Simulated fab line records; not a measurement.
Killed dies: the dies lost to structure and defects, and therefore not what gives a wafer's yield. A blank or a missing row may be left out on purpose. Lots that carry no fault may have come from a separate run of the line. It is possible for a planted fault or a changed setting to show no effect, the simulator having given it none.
What tool caused it? | flow n5-finfet | at 1 step of a route of 1938, 11 lots with 33 wafers sampled

## WHAT EACH GAUGE READ, for each wafer
N5_BEOL_M4_RC_MEAS_101.
lot  | measured     | on        | DIBL_N (mV/V)
L932 | day 8 00:16  | prober-01 | 35.3 34.6 35.5
L935 | day 9 04:34  | prober-01 | 37.6 37.9 36.8
L937 | day 9 10:25  | prober-01 | 38.1 37.8 37.9
L940 | day 10 05:30 | prober-01 | 38.0 34.9 33.6
L941 | day 10 15:32 | prober-01 | 35.1 35.3 34.7
L942 | day 11 02:08 | prober-01 | 35.6 34.6 34.9
L944 | day 11 04:51 | prober-01 | 34.9 34.6 34.2
L948 | day 12 03:19 | prober-01 | 38.5 35.8 35.6
L949 | day 12 09:55 | prober-02 | 36.9 36.9 35.5
L950 | day 12 19:14 | prober-02 | 36.4 39.3 37.4
L953 | day 13 22:43 | prober-02 | 34.5 35.1 35.3

## WHICH TOOL RAN EACH LOT (tool, then ch and the chambers of the sampled wafers, then the start)
Before these readings, the record contains no process step.

## THE ANSWER, worked out from the rows above alone
Rule: what is usual is taken from the lots themselves. Put in order of their means at a reading, lots are off if they are a third of the lots or fewer, leave a main group of 4 or more, and stand apart from it by a gap of 3 or more times the standard deviation of the main group's means; of several such gaps the widest counts. A main group is skipped when, at the precision printed for the reading in the tables above, its means are all equal. A lot without any number at a reading at which 4 lots or more have one is off too. Any other lot the step has rows for is counted as sound.
Across all readings shown, no lot is off: no conclusion can be drawn from this.

## WHAT HAD BEEN PUT IN BY THE SIMULATOR
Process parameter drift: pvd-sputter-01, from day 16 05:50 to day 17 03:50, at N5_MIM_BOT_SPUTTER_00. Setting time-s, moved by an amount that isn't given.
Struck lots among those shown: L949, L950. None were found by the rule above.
